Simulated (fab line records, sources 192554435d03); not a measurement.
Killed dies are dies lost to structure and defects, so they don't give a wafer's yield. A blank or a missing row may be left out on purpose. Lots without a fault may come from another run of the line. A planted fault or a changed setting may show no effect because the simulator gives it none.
fab line records | flow n5_finfet | part 2 of 2: steps 26 to 34 of 34
record lots=5 wafers=15 last_day=18
route steps=1938 shown BEOL_M12@1640 BEOL_M13@1659
lots that met no fault: from a run of the same line without faults
start_h: hours from the record's first day to the start of the lot's first wafer shown | wait_h: hours since the lot's step before | " the same as in the row above | L1.1+2: a row that stands for several wafers | - no value, or no start given | * or withheld: withheld | < > ~ a bound
route shown NAME@n: a module of which the file shows steps, and the number in the route of the first | usual: mean/standard deviation of fault-free wafers | same: alike in all rows | chamber/n: place in a boat | sites: the reading at each site | _std_site: their standard deviation | _edge_site: outer sites' mean less inner sites' | radius_mm: how far each site lies from the wafer's centre | mask NAME#n: copy n | behind: the tool/chamber that last shaped the wafer | hold: why the lot was held/for how many hours/how that ended | device: the transistor (n, p or np) that didn't switch | end of line: the same wafers' tests at the end of the route | a step without rows: its recipe alone | killed: dies lost to structure and defects at the first sort, not the wafer's yield | map: a wafer's dies, x killed, . not, _ none there
set.NAME: the setting as run; set.NAME@STEP: as run at that earlier step | model.NAME: the simulator's own value behind a step, which no gauge read
lots at some steps of the route; a table a step, a row a wafer
services: from which hour (start_h, from the record's first day; less than 0 if before it) a tool's chamber was out of use, for how many hours, and why
## steps
# step N5_BEOL_M13_EXPOSE_07
# recipe mask_id=V12 na=0.93 source_shape=conventional sigma_outer=0.6 polarization=unpolarized attpsm_phase_deg=180 dose_mj=24.8
# usual focus_offset_nm=-0.2/0.51 stage_vel_mm_s=499.96/0.25
# columns lot.wafer tool chamber start_h wait_h mask focus_offset_nm stage_vel_mm_s
L075.1 krf_scanner-02 0 268.70 - V12#0 -0.3 500.46
L075.3 " 0 " " V12#0 -0.6 500.18
L075.5 " 0 " " V12#0 0.4 499.95
L079.1 krf_scanner-02 0 287.09 - V12#0 -0.6 500.05
L079.2 " 0 " " V12#0 0.0 499.71
L079.5 " 0 " " V12#0 0.9 499.71
L081.1 krf_scanner-01 0 291.34 - V12#0 0.2 500.26
L081.4 " 0 " " V12#0 0.4 499.48
L081.6 " 0 " " V12#0 -0.5 499.75
L094.3 krf_scanner-01 0 393.80 - V12#0 0.0 500.20
L094.4 " 0 " " V12#0 -0.3 500.21
L094.6 " 0 " " V12#0 0.3 500.05
L097.1 krf_scanner-01 0 398.90 - V12#0 -0.3 500.04
L097.3 " 0 " " V12#0 0.3 499.85
L097.6 " 0 " " V12#0 -0.8 500.27
# step N5_BEOL_M13_PEB_08
# recipe peb_temp_c=130 peb_time_s=90
# columns lot.wafer tool chamber start_h wait_h
L075.1+3+5 litho_track-02 0 268.76 0.1
L079.1+2+5 litho_track-01 0 287.15 0.1
L081.1+4+6 litho_track-01 0 291.39 0.1
L094.3+4+6 litho_track-01 0 393.85 0.0
L097.1+3+6 litho_track-03 0 398.96 0.1
# step N5_BEOL_M13_DEVELOP_09
# recipe develop_time_s=45 rinse_liquid=diw dry=air_spin dev_temp_c=21
# usual developer_temp_C=20.97/0.11
# columns lot.wafer tool chamber start_h wait_h developer_temp_C
L075.1 litho_track-02 0 - - 20.85
L075.3 " 0 " " 20.87
L075.5 " 0 " " 20.86
L079.1 litho_track-01 0 - - 20.93
L079.2 " 0 " " 20.94
L079.5 " 0 " " 21.08
L081.1 litho_track-01 0 - - 21.02
L081.4 " 0 " " 21.00
L081.6 " 0 " " 20.98
L094.3 litho_track-01 0 - - 21.11
L094.4 " 0 " " 20.87
L094.6 " 0 " " 20.96
L097.1 litho_track-03 0 - - 21.17
L097.3 " 0 " " 21.01
L097.6 " 0 " " 21.20
# step N5_BEOL_M13_HARDBAKE_14
# recipe temp_c=130 time_s=120
# columns lot.wafer tool chamber start_h wait_h
L075.1+3+5 litho_track-02 0 - -
L079.1+2+5 litho_track-01 0 - -
L081.1+4+6 litho_track-01 0 - -
L094.3+4+6 litho_track-01 0 - -
L097.1+3+6 litho_track-03 0 - -
# step N5_BEOL_M13_CD_MEAS_10
# recipe target_cd_nm=190 landing_energy_ev=500 detector=se_inlens polarity=opening
# usual cd_nm=189.1/1.5
# columns lot.wafer tool chamber start_h wait_h cd_nm
L075.1 cd_sem-02 0 268.87 - 189.3
L075.3 " 0 " " 188.6
L075.5 " 0 " " 188.0
L079.1 cd_sem-02 0 287.26 - 191.2
L079.2 " 0 " " 189.1
L079.5 " 0 " " 189.9
L081.1 cd_sem-03 0 291.51 - 190.2
L081.4 " 0 " " 189.4
L081.6 " 0 " " 189.3
L094.3 cd_sem-01 0 393.97 - 190.1
L094.4 " 0 " " 191.2
L094.6 " 0 " " 191.1
L097.1 cd_sem-01 0 399.07 - 191.2
L097.3 " 0 " " 190.2
L097.6 " 0 " " 190.5
# step N5_BEOL_M13_OVL_MEAS_11
# recipe points_per_wafer=44
# usual V12_OVL=3/5.5
# columns lot.wafer tool chamber start_h wait_h V12_OVL[nm]
L075.1 overlay-01 0 268.90 0.0 1
L075.3 " 0 " " -2
L075.5 " 0 " " -4
L079.1 overlay-02 0 287.29 0.0 1
L079.2 " 0 " " 4
L079.5 " 0 " " 1
L081.1 overlay-02 0 291.54 0.0 5
L081.4 " 0 " " 1
L081.6 " 0 " " 0
L094.3 overlay-02 0 394.00 0.0 3
L094.4 " 0 " " 13
L094.6 " 0 " " 3
L097.1 overlay-02 0 399.10 0.0 17
L097.3 " 0 " " 10
L097.6 " 0 " " 10
# step N5_BEOL_M13_INSPECT_12
# recipe mode=adi inspect_instrument=macro
# usual raw_defect_count=2.0/1.5
# columns lot.wafer tool chamber start_h wait_h raw_defect_count
L075.1 defect_inspect-02 - 268.92 0.0 4
L075.3 " - " " 0
L075.5 " - " " 1
L079.1 defect_inspect-01 - 287.33 0.0 2
L079.2 " - " " 2
L079.5 " - " " 3
L081.1 defect_inspect-01 - 291.56 0.0 1
L081.4 " - " " 2
L081.6 " - " " 3
L094.3 defect_inspect-01 - 394.02 0.0 4
L094.4 " - " " 0
L094.6 " - " " 4
L097.1 defect_inspect-01 - 399.13 0.0 3
L097.3 " - " " 2
L097.6 " - " " 1
# step N5_BEOL_M13_DESCUM_15
# recipe chemistry=O2 time_s=7.9 source_power_w=50 bias_power_w=20 pressure_mtorr=20 rf_frequency_hz=2.712e+07 temp_c=40 o2_flow_sccm=225
# usual drypump_motor_current_A=5.8/0.35 oes_product_au=0.82/0.082 rf_vpp_V=243.8/1.3 showerhead_plenum_p_Torr=2.14/0.067 throttle_valve_pct=20.42/0.23
# columns lot.wafer tool chamber start_h wait_h drypump_motor_current_A oes_product_au rf_hours_counter_h rf_vpp_V showerhead_plenum_p_Torr throttle_valve_pct
L075.1 rie_diel-02 2 268.96 0.0 5.2 0.88 52 242.9 2.12 20.38
L075.3 " 3 " " 5.9 0.86 64 242.6 2.14 20.45
L075.5 " 2 " " 5.2 0.87 - 243.9 2.12 20.39
L079.1 rie_diel-06 3 287.37 0.0 5.9 0.80 100 242.2 2.02 20.77
L079.2 " 2 " " 6.0 0.73 166 244.0 2.20 20.33
L079.5 " 0 " " 5.9 0.84 - 244.1 2.14 20.21
L081.1 rie_diel-04 2 291.60 0.0 5.4 0.74 149 244.3 2.21 20.72
L081.4 " 0 " " 6.3 0.96 12 246.0 2.25 20.53
L081.6 " 0 " " 6.3 0.94 - 244.8 2.25 20.51
L094.3 rie_diel-02 2 394.05 0.0 5.2 0.81 92 243.6 2.11 20.44
L094.4 " 0 " " 6.5 0.91 35 243.2 2.20 20.13
L094.6 " 3 " " 5.9 0.81 - 245.9 2.12 20.51
L097.1 rie_diel-04 3 399.16 0.0 5.4 0.77 128 241.8 2.10 20.24
L097.3 " 0 " " 6.4 0.88 41 244.7 2.24 20.55
L097.6 " 0 " " 6.3 0.88 - 243.5 2.24 20.56
# step N5_BEOL_M13_ETCH_59
# recipe chemistry=N2/H2 target=BARC target_depth_a=890 overetch_a=267 time_s=67.9 ion_energy_ev=200 pressure_mtorr=30 source_w=840 bias_w=150 n2_flow_sccm=200 h2_flow_sccm=200
# usual drypump_motor_current_A=5.8/0.34 oes_product_au=0.70/0.065 rf_vpp_V=525.3/2.2 showerhead_plenum_p_Torr=2.59/0.076 throttle_valve_pct=17.89/0.26
# columns lot.wafer tool chamber start_h wait_h drypump_motor_current_A oes_product_au rf_hours_counter_h rf_vpp_V showerhead_plenum_p_Torr throttle_valve_pct
L075.1 rie_diel-02 2 268.99 0.0 5.2 0.75 52 525.6 2.59 17.89
L075.3 " 3 " " 5.9 0.73 64 526.1 2.59 17.85
L075.5 " 2 " " 5.2 0.76 - 524.4 2.59 17.90
L079.1 rie_diel-06 3 287.41 0.0 5.9 0.69 100 520.7 2.46 18.38
L079.2 " 2 " " 6.0 0.63 166 528.1 2.65 17.72
L079.5 " 0 " " 5.9 0.71 - 524.0 2.58 17.44
L081.1 rie_diel-04 2 291.63 0.0 5.4 0.64 149 527.2 2.66 18.00
L081.4 " 0 " " 6.3 0.80 12 526.8 2.72 17.84
L081.6 " 0 " " 6.3 0.80 - 528.0 2.72 17.87
L094.3 rie_diel-02 2 394.09 0.0 5.3 0.71 92 524.0 2.57 17.93
L094.4 " 0 " " 6.5 0.77 35 526.8 2.69 17.73
L094.6 " 3 " " 5.9 0.70 - 524.6 2.57 17.90
L097.1 rie_diel-04 3 399.20 0.0 5.4 0.66 128 522.8 2.56 17.82
L097.3 " 0 " " 6.3 0.75 41 527.5 2.71 17.92
L097.6 " 0 " " 6.3 0.75 - 528.4 2.71 17.91
## services
# columns tool chamber start_h hours kind
krf_scanner-02 - 250.73 0.8 pm
rie_diel-06 1 256.96 4.2 repair
pecvd-02 - 260.45 0.9 repair
rie_diel-01 1 263.76 3.0 repair
ecd_cu-02 - 271.46 1.8 repair
krf_scanner-01 - 271.65 4.4 pm
pecvd-01 - 276.86 5.5 pm
krf_scanner-01 - 285.80 1.3 pm
krf_scanner-02 - 288.63 1.3 pm
rtp_anneal-01 - 293.98 2.9 pm
krf_scanner-01 - 300.42 3.0 pm
cmp-03 - 305.07 4.0 pm
ecd_cu-02 - 318.33 3.1 repair
krf_scanner-01 - 320.34 0.8 pm
rie_diel-01 - 322.39 0.2 repair
cmp-03 - 329.00 0.5 repair
rie_diel-03 1 336.08 13.1 repair
ecd_cu-02 - 349.92 0.8 repair
pvd_sputter-03 - 350.34 3.1 repair
rie_diel-02 - 350.76 0.6 repair
rie_diel-04 - 369.49 0.5 repair
cmp-03 - 370.78 6.8 pm
krf_scanner-01 - 386.06 1.5 repair
krf_scanner-01 - 396.39 1.0 pm
